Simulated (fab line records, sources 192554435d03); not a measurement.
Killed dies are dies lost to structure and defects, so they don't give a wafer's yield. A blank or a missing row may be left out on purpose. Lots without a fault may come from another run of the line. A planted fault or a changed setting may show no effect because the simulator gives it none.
Chamber matching | flow n5_finfet | N5_BEOL_M10_ILD_DEP_00 on pecvd-01: 3 sister chambers
The step deposits SiCOH lowk from DEMS/porogen, target thk 308.51 nm, time 58 s. 3 wafers are shown with their chamber, then 8 later ones without.

WAFERS WITH THEIR CHAMBER
wafer  | chamber | heater_power_w (W)
L088.4 | 1       | 365
L088.6 | 0       | 358
L086.3 | 2       | 248

WAFERS WITHOUT THEIR CHAMBER
wafer  | heater_power_w (W)
L086.4 | 327
L086.6 | 337
L094.1 | 354
L094.2 | 283
L094.3 | 348
L094.4 | 364
L094.5 | 272
L094.6 | 364

WHICH CHAMBER EACH WENT THROUGH
wafer  | from the rows above     | in truth
L086.4 | can't be placed: 0 or 1 | 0
L086.6 | can't be placed: 0 or 1 | 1
L094.1 | can't be placed: 0 or 1 | 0
L094.2 | can't be placed: 2 or 0 | 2
L094.3 | can't be placed: 0 or 1 | 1
L094.4 | can't be placed: 1 or 0 | 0
L094.5 | 2                       | 2
L094.6 | can't be placed: 1 or 0 | 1
Placed correctly: 1 of 8. Can't be placed from these rows: 7 (the true chamber is among the candidates in 7). Placed wrongly: 0.
How it was worked out, from the rows above alone: a wafer's distance from a chamber is the root of the sum, over the readings, of the square of ((its reading less the chamber's mean) divided by the reading's scatter). The wafer belongs to the nearest chamber; if the next one is less than 2 further off, it can't be placed. A chamber's mean is the mean of its shown wafers. The scatter: with one shown wafer a chamber, the root of the mean of the squares of how far each hidden wafer lies from its nearest shown one.
